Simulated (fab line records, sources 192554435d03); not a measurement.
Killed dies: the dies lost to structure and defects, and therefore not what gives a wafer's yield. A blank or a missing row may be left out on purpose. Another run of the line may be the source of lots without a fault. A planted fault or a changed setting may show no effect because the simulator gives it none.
fab line records -- flow n5-finfet -- part 2 of 2: steps 5 to 6 of 6
[record] lots = 22, wafers = 66, last-day = 19
route steps=1938 shown ILD0@343 HKMG_FIN@409 GATE_CUT@466
lots untouched by any fault: they come from a run of this same line in which no faults occurred
start-h: start of the lot's first displayed wafer, in hours after the record's first day -- wait-h: hours elapsed since this lot's preceding step -- " identical to the entry in the row above -- L1.1+2: a row that stands for several wafers -- - no value, or no start given -- * or withheld: withheld -- < > ~ a bound
route shown NAME@n: a module of which the file shows steps, and the number in the route of the first -- usual: mean/standard deviation taken from wafers without a fault -- same: alike in all rows -- chamber/n: place in a boat -- sites: the reading at each site -- _std_site: standard deviation of those values -- _edge_site: the outer-site mean with the inner-site mean subtracted -- radius-mm: for every site, how far away it sits from the centre of the wafer -- mask NAME#n: copy n -- behind: the most recent tool/chamber to have shaped the wafer -- hold: reason for holding the lot/hours on hold/outcome of the hold -- device: the transistor (n, p or np) that didn't switch -- end of line: the route-end tests of the same wafers -- a step given without rows: its recipe and nothing more -- killed: at the first sort, the dies lost to defects and structure; wafer yield is something else -- map: dies across one wafer; x = killed, . = not, _ = none there
set.NAME: the run value of the setting; set.NAME@STEP: its run value at that earlier step -- model.NAME: the simulator's own value behind a step, which no gauge read
the route's steps for a sample of lots (tables are steps, rows are wafers)
services: a tool's chamber out of use, with start hour (start-h, from the record's first day; less than 0 if before it), hours out, and reason
[[steps]]
[step N5_HKMG_FIN_W_FILL_22]
[recipe] material = W, target-thk-a = 600, temp-c = 400, pressure-torr = 39.4, time-s = 18.2
[usual] heater-power-w = 858/42, throttle-valve-pct = 18.7/0.6
[same] time-s = 18.2
lot.wafer,tool,chamber,start-h,wait-h,heater-power-w,throttle-valve-pct
L074.1,cvd-w-02,0,78.32,0.0,849,19.3
L074.3,cvd-w-02,1,78.32,0.0,902,18.0
L074.5,cvd-w-02,1,78.32,0.0,923,17.7
L075.1,cvd-w-02,0,86.83,0.0,844,19.4
L075.3,cvd-w-02,0,86.83,0.0,863,19.7
L075.6,cvd-w-02,0,86.83,0.0,839,19.4
L076.2,cvd-w-02,1,92.45,0.0,919,18.0
L076.3,cvd-w-02,0,92.45,0.0,845,19.2
L076.5,cvd-w-02,0,92.45,0.0,847,19.4
L077.2,cvd-w-02,1,96.67,0.0,937,17.9
L077.4,cvd-w-02,0,96.67,0.0,836,19.1
L077.6,cvd-w-02,1,96.67,0.0,921,17.8
L078.1,cvd-w-02,0,104.34,0.0,854,19.4
L078.4,cvd-w-02,0,104.34,0.0,846,19.2
L078.6,cvd-w-02,0,104.34,0.0,872,19.4
L080.1,cvd-w-02,0,116.39,0.0,843,19.4
L080.3,cvd-w-02,1,116.39,0.0,945,18.0
L080.4,cvd-w-02,0,116.39,0.0,841,19.5
L081.2,cvd-w-02,1,119.72,0.0,891,18.1
L081.4,cvd-w-02,0,119.72,0.0,843,19.2
L081.6,cvd-w-02,1,119.72,0.0,905,18.0
L082.1,cvd-w-02,0,129.04,0.0,846,19.7
L082.4,cvd-w-02,0,129.04,0.0,861,19.3
L082.6,cvd-w-02,1,129.04,0.0,927,18.1
L084.2,cvd-w-01,0,141.46,0.0,831,19.1
L084.4,cvd-w-01,1,141.46,0.0,806,18.8
L084.5,cvd-w-01,1,141.46,0.0,831,18.7
L085.2,cvd-w-01,0,147.74,0.0,827,19.0
L085.4,cvd-w-01,0,147.74,0.0,825,18.8
L085.6,cvd-w-01,1,147.74,0.0,819,18.6
L086.2,cvd-w-01,1,154.31,0.0,830,18.8
L086.4,cvd-w-01,1,154.31,0.0,828,18.5
L086.5,cvd-w-01,1,154.31,0.0,816,18.6
L087.3,cvd-w-01,1,158.18,0.0,821,18.5
L087.4,cvd-w-01,0,158.18,0.0,824,18.6
L087.5,cvd-w-01,0,158.18,0.0,806,18.7
L088.1,cvd-w-02,0,159.84,0.0,849,19.7
L088.2,cvd-w-02,1,159.84,0.0,916,18.2
L088.5,cvd-w-02,1,159.84,0.0,924,18.0
L089.1,cvd-w-02,0,167.55,0.0,851,19.6
L089.2,cvd-w-02,1,167.55,0.0,909,17.9
L089.4,cvd-w-02,1,167.55,0.0,925,18.1
L090.1,cvd-w-02,1,173.92,0.0,917,18.3
L090.4,cvd-w-02,1,173.92,0.0,915,17.9
L090.6,cvd-w-02,0,173.92,0.0,854,19.5
L091.1,cvd-w-02,1,179.70,0.0,894,18.1
L091.2,cvd-w-02,0,179.70,0.0,850,19.8
L091.4,cvd-w-02,0,179.70,0.0,856,19.8
L092.2,cvd-w-01,1,186.43,0.0,825,18.5
L092.3,cvd-w-01,1,186.43,0.0,806,18.9
L092.5,cvd-w-01,1,186.43,0.0,809,18.7
L093.2,cvd-w-01,1,192.12,0.0,817,19.2
L093.4,cvd-w-01,0,192.12,0.0,841,19.0
L093.6,cvd-w-01,1,192.12,0.0,808,18.9
L094.3,cvd-w-01,0,199.66,0.0,823,19.0
L094.4,cvd-w-01,1,199.66,0.0,818,18.7
L094.5,cvd-w-01,1,199.66,0.0,819,18.7
L095.1,cvd-w-01,1,203.28,0.0,811,18.9
L095.3,cvd-w-01,0,203.28,0.0,836,19.0
L095.4,cvd-w-01,1,203.28,0.0,816,18.7
L096.1,cvd-w-01,1,215.84,0.0,824,18.8
L096.3,cvd-w-01,1,215.84,0.0,794,18.8
L096.4,cvd-w-01,0,215.84,0.0,808,18.9
L097.1,cvd-w-01,1,217.37,0.0,794,19.1
L097.3,cvd-w-01,0,217.37,0.0,842,18.7
L097.6,cvd-w-01,1,217.37,0.0,785,19.1
[step N5_GATE_CUT_ETCH_56]
[recipe] chemistry = Cl2/Ar, target = TiN, target-depth-a = 216, pressure-mtorr = 10, icp-w = 600, bias-w = 60, Cl2_flow_sccm = 40, Ar_flow_sccm = 60
[usual] bias-w = 60.02/0.17, drypump-motor-current-A = 5.5/0.38, oes-product-au = 0.70/0.043, throttle-valve-pct = 21.0/0.32
lot.wafer,tool,chamber,start-h,wait-h,bias-w,drypump-motor-current-A,oes-product-au,rf-hours-counter-h,throttle-valve-pct
L074.1,rie-metal-01,1,79.42,0.2,60.07,5.3,0.71,52,20.7
L074.3,rie-metal-01,1,79.42,0.2,60.12,5.3,0.72,-,20.7
L074.5,rie-metal-01,1,79.42,0.2,60.02,5.3,0.71,-,20.7
L075.1,rie-metal-02,1,87.81,0.1,60.09,5.1,0.70,78,20.8
L075.3,rie-metal-02,0,87.81,0.1,59.70,6.0,0.68,-,21.5
L075.6,rie-metal-02,0,87.81,0.1,59.81,6.0,0.68,-,21.5
L076.2,rie-metal-02,0,93.42,0.1,60.14,6.0,0.67,94,21.5
L076.3,rie-metal-02,1,93.42,0.1,59.95,5.1,0.71,-,20.8
L076.5,rie-metal-02,1,93.42,0.1,59.78,5.1,0.71,-,20.8
L077.2,rie-metal-02,1,97.65,0.1,60.12,5.1,0.71,79,20.8
L077.4,rie-metal-02,1,97.65,0.1,60.20,5.1,0.71,-,20.8
L077.6,rie-metal-02,0,97.65,0.1,59.81,6.0,0.68,-,21.5
L078.1,rie-metal-02,1,105.31,0.1,59.75,5.1,0.70,80,20.8
L078.4,rie-metal-02,0,105.31,0.1,59.76,6.0,0.68,-,21.5
L078.6,rie-metal-02,0,105.31,0.1,60.01,6.0,0.67,-,21.6
L080.1,rie-metal-01,1,117.37,0.1,59.78,5.3,0.71,54,20.7
L080.3,rie-metal-01,1,117.37,0.1,60.04,5.3,0.71,-,20.7
L080.4,rie-metal-01,0,117.37,0.1,60.01,5.6,0.68,-,21.0
L081.2,rie-metal-02,0,120.70,0.1,59.77,6.0,0.67,96,21.5
L081.4,rie-metal-02,0,120.70,0.1,59.60,6.0,0.67,-,21.5
L081.6,rie-metal-02,0,120.70,0.1,59.57,6.0,0.67,-,21.5
L082.1,rie-metal-02,1,130.01,0.1,60.08,5.1,0.69,82,20.8
L082.4,rie-metal-02,1,130.01,0.1,59.99,5.1,0.70,-,20.8
L082.6,rie-metal-02,1,130.01,0.1,60.03,5.1,0.70,-,20.8
L084.2,rie-metal-01,0,142.43,0.1,59.94,5.6,0.68,81,20.9
L084.4,rie-metal-01,1,142.43,0.1,59.98,5.3,0.70,-,20.7
L084.5,rie-metal-01,0,142.43,0.1,60.13,5.6,0.68,-,21.0
L085.2,rie-metal-03,0,148.72,0.1,59.88,5.3,0.65,105,21.2
L085.4,rie-metal-03,0,148.72,0.1,59.82,5.3,0.65,-,21.2
L085.6,rie-metal-03,1,148.72,0.1,60.36,6.0,0.81,-,20.8
L086.2,rie-metal-03,0,155.28,0.1,59.81,5.3,0.65,105,21.2
L086.4,rie-metal-03,1,155.28,0.1,59.78,6.1,0.81,-,20.8
L086.5,rie-metal-03,1,155.28,0.1,60.26,6.0,0.81,-,20.8
L087.3,rie-metal-02,1,159.17,0.1,60.07,5.1,0.69,-,20.8
L087.4,rie-metal-02,0,159.17,0.1,59.82,6.0,0.67,-,21.5
L087.5,rie-metal-02,1,159.17,0.1,60.06,5.1,0.70,-,20.8
L088.1,rie-metal-01,1,160.82,0.1,59.82,5.3,0.69,58,20.7
L088.2,rie-metal-01,0,160.82,0.1,60.01,5.6,0.68,83,21.0
L088.5,rie-metal-01,0,160.82,0.1,60.00,5.6,0.67,-,21.0
L089.1,rie-metal-01,1,168.53,0.1,59.89,5.3,0.69,59,20.7
L089.2,rie-metal-01,0,168.53,0.1,60.06,5.6,0.67,84,21.0
L089.4,rie-metal-01,1,168.53,0.1,60.15,5.3,0.69,-,20.7
L090.1,rie-metal-02,0,174.90,0.1,60.13,6.0,0.67,101,21.5
L090.4,rie-metal-02,0,174.90,0.1,60.13,6.0,0.66,-,21.5
L090.6,rie-metal-02,1,174.90,0.1,60.04,5.1,0.69,-,20.8
L091.1,rie-metal-01,1,180.68,0.1,60.21,5.3,0.69,60,20.7
L091.2,rie-metal-01,0,180.68,0.1,59.98,5.6,0.67,85,21.0
L091.4,rie-metal-01,0,180.68,0.1,60.00,5.6,0.67,-,21.0
L092.2,rie-metal-02,1,187.40,0.1,60.08,5.1,0.69,86,20.8
L092.3,rie-metal-02,1,187.40,0.1,59.88,5.1,0.69,-,20.8
L092.5,rie-metal-02,1,187.40,0.1,60.33,5.1,0.69,-,20.8
L093.2,rie-metal-03,1,193.10,0.1,60.27,6.0,0.79,36,20.8
L093.4,rie-metal-03,1,193.10,0.1,60.29,6.0,0.80,-,20.8
L093.6,rie-metal-03,1,193.10,0.1,60.11,6.0,0.80,-,20.8
L094.3,rie-metal-03,1,200.65,0.1,60.20,6.0,0.80,-,20.8
L094.4,rie-metal-03,0,200.65,0.1,60.30,5.3,0.64,-,21.2
L094.5,rie-metal-03,0,200.65,0.1,60.15,5.3,0.64,-,21.2
L095.1,rie-metal-02,0,204.26,0.1,59.77,6.0,0.66,104,21.5
L095.3,rie-metal-02,1,204.26,0.1,60.07,5.1,0.69,-,20.8
L095.4,rie-metal-02,0,204.26,0.1,59.84,6.0,0.66,-,21.6
L096.1,rie-metal-01,0,216.81,0.1,60.01,5.5,0.66,88,21.0
L096.3,rie-metal-01,0,216.81,0.1,60.24,5.6,0.66,-,21.0
L096.4,rie-metal-01,1,216.81,0.1,60.01,5.3,0.68,-,20.8
L097.1,rie-metal-03,1,218.34,0.1,60.05,6.0,0.79,38,20.8
L097.3,rie-metal-03,0,218.34,0.1,60.12,5.3,0.63,-,21.2
L097.6,rie-metal-03,0,218.34,0.1,60.05,5.3,0.64,-,21.2
[[services]]
tool,chamber,start-h,hours,kind
rie-metal-03,-,39.54,1.4,pm
cvd-w-01,-,42.57,4.3,pm
rie-diel-05,-,44.27,2.8,pm
ald-sin-02,1,53.33,12.5,repair
plasma-asher-01,-,53.54,17.2,repair
rie-diel-03,2,54.26,1.3,repair
rie-diel-01,2,61.20,4.2,repair
rie-metal-02,1,67.03,2.7,repair
rie-metal-01,0,71.79,11.8,repair
ald-sin-02,-,85.41,14.0,pm
plasma-asher-01,-,85.42,2.8,pm
rie-metal-01,1,90.52,6.2,repair
cvd-w-02,1,92.56,2.7,repair
plasma-asher-01,-,95.43,3.5,repair
cvd-w-01,-,101.48,2.8,pm
plasma-asher-01,-,128.60,21.9,repair
plasma-asher-02,-,150.53,14.6,pm
rie-diel-03,2,165.53,5.8,repair
plasma-asher-02,-,169.99,1.7,repair
ald-sin-04,-,177.45,14.0,pm
rie-diel-05,0,191.10,10.4,repair
rie-diel-01,2,193.46,18.9,repair
rie-diel-03,2,206.92,7.6,repair
cvd-w-02,-,214.17,6.0,pm
